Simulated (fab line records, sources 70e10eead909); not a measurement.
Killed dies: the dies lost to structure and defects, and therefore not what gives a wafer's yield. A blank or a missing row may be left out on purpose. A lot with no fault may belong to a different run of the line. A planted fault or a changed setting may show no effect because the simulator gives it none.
Commonality check across tools    flow nand-harc    Lots sampled 10, wafers sampled 30

WHAT PROMPTED THE OPENING
On 2 of the 10 lots, a flag is raised at NHARC_A_CHANNEL_HOLE_D1_CD_MEAS_30 on the reading cd-nm. No-fault wafers: 90.9 nm, standard deviation 1.8.
Rule: flag the lot when none of its wafers has a number, or when each of its wafers that has one lies beyond 4 standard deviations from that mean. As for the other lots, they are considered sound.

lot   measured      on         cd-nm (nm), wafer by wafer  flag
L614  day 8 16:12   cd-sem-01  93.2 90.8 88.5              
L615  day 9 05:20   cd-sem-03  89.5 92.8 87.1              
L617  day 10 03:59  cd-sem-03  91.4 91.9 93.0              
L618  day 10 06:22  cd-sem-02  92.9 90.2 93.0              
L622  day 12 05:22  cd-sem-01  91.4 90.0 92.8              
L623  day 13 00:38  cd-sem-01  89.2 90.7 89.0              
L627  day 14 15:47  cd-sem-02  0.5 -0.3 0.5                FLAGGED
L629  day 15 05:01  cd-sem-02  -1.0 0.7 1.7                FLAGGED
L636  day 17 23:53  cd-sem-01  90.7 90.9 90.6              
L637  day 18 10:06  cd-sem-02  89.9 89.2 90.0              
The numbers of the flagged lots are 0.3 nm on average: -90.6 nm against the usual, or -50 standard deviations.

EACH LOT AND THE TOOL IT RAN ON
3 process steps preceding the reading are held in the record, out of 1302 steps in the route. Each cell gives the tool, then ch followed by the chambers the sampled wafers passed through, then the start.
lot   flag     NHARC_A_CHANNEL_HOLE_D1_ETCH_22   NHARC_A_CHANNEL_HOLE_D1_ETCH_23   NHARC_A_CHANNEL_HOLE_D1_ETCH_33
L614           har-etch-01 ch 0,1, day 8 11:34   har-etch-01 ch 0,1, day 8 12:10   har-etch-01 ch 0,1, day 8 14:33
L615           har-etch-01 ch 0,1, day 9 00:41   har-etch-01 ch 0,1, day 9 01:14   har-etch-01 ch 0,1, day 9 03:48
L617           har-etch-01 ch 0,1, day 9 23:25   har-etch-01 ch 0,1, day 10 00:01  har-etch-01 ch 0,1, day 10 02:28
L618           har-etch-02 ch 0,1, day 10 01:19  har-etch-02 ch 0,1, day 10 01:55  har-etch-02 ch 0,1, day 10 04:22
L622           har-etch-02 ch 0,1, day 12 00:52  har-etch-02 ch 0,1, day 12 01:28  har-etch-02 ch 0,1, day 12 03:52
L623           har-etch-02 ch 0,1, day 12 20:12  har-etch-02 ch 0,1, day 12 20:49  har-etch-02 ch 0,1, day 12 23:09
L627  FLAGGED  har-etch-01 ch 0,1, day 14 11:12  har-etch-01 ch 0,1, day 14 11:47  har-etch-01 ch 0,1, day 14 14:16
L629  FLAGGED  har-etch-02 ch 0,1, day 15 00:20  har-etch-02 ch 0,1, day 15 00:55  har-etch-02 ch 0,1, day 15 03:28
L636           har-etch-01 ch 0,1, day 17 19:19  har-etch-01 ch 0,1, day 17 19:53  har-etch-01 ch 0,1, day 17 22:21
L637           har-etch-02 ch 0,1, day 18 05:25  har-etch-02 ch 0,1, day 18 05:59  har-etch-02 ch 0,1, day 18 08:33
These steps, and what they do:
- NHARC_A_CHANNEL_HOLE_D1_ETCH_22: etches the open film in C4F8/O2/Ar, time 666.7 s, target depth 1600 nm.
- NHARC_A_CHANNEL_HOLE_D1_ETCH_23: etches the open film in C4F8/O2/Ar, time 819 s, target depth 1600 nm.
- NHARC_A_CHANNEL_HOLE_D1_ETCH_33: etches the open film in C4F8/O2/Ar, time 90 s, target depth 400 nm.
- NHARC_A_CHANNEL_HOLE_D1_CD_MEAS_30

FLAGGED AGAINST TOTAL, ONE TOOL AT A TIME (gauges that did the reading follow at the end)
step                                tool         lots run  flagged  share of the flagged lots  sound lots run after its first flagged lot
NHARC_A_CHANNEL_HOLE_D1_ETCH_22     har-etch-01  5         1        some                       1 (L636)
NHARC_A_CHANNEL_HOLE_D1_ETCH_22     har-etch-02  5         1        some                       1 (L637)
NHARC_A_CHANNEL_HOLE_D1_ETCH_23     har-etch-01  5         1        some                       1 (L636)
NHARC_A_CHANNEL_HOLE_D1_ETCH_23     har-etch-02  5         1        some                       1 (L637)
NHARC_A_CHANNEL_HOLE_D1_ETCH_33     har-etch-01  5         1        some                       1 (L636)
NHARC_A_CHANNEL_HOLE_D1_ETCH_33     har-etch-02  5         1        some                       1 (L637)
NHARC_A_CHANNEL_HOLE_D1_CD_MEAS_30  cd-sem-01    4         0        none                       -
NHARC_A_CHANNEL_HOLE_D1_CD_MEAS_30  cd-sem-02    4         2        all                        1 (L637)
NHARC_A_CHANNEL_HOLE_D1_CD_MEAS_30  cd-sem-03    2         0        none                       -

THE TABLE: WHAT IT ALLOWS
In the table, 1 row covers all flagged lots: cd-sem-02 at NHARC_A_CHANNEL_HOLE_D1_CD_MEAS_30.
- cd-sem-02 at NHARC_A_CHANNEL_HOLE_D1_CD_MEAS_30: 2 of its 4 lots flagged. Sound lots followed the first flagged one (L637) on it, something a lasting fault affecting the whole tool could not allow.
Not one row of the table ran every flagged lot while running no sound lot after the first.

WHAT WAS PUT IN BY THE SIMULATOR
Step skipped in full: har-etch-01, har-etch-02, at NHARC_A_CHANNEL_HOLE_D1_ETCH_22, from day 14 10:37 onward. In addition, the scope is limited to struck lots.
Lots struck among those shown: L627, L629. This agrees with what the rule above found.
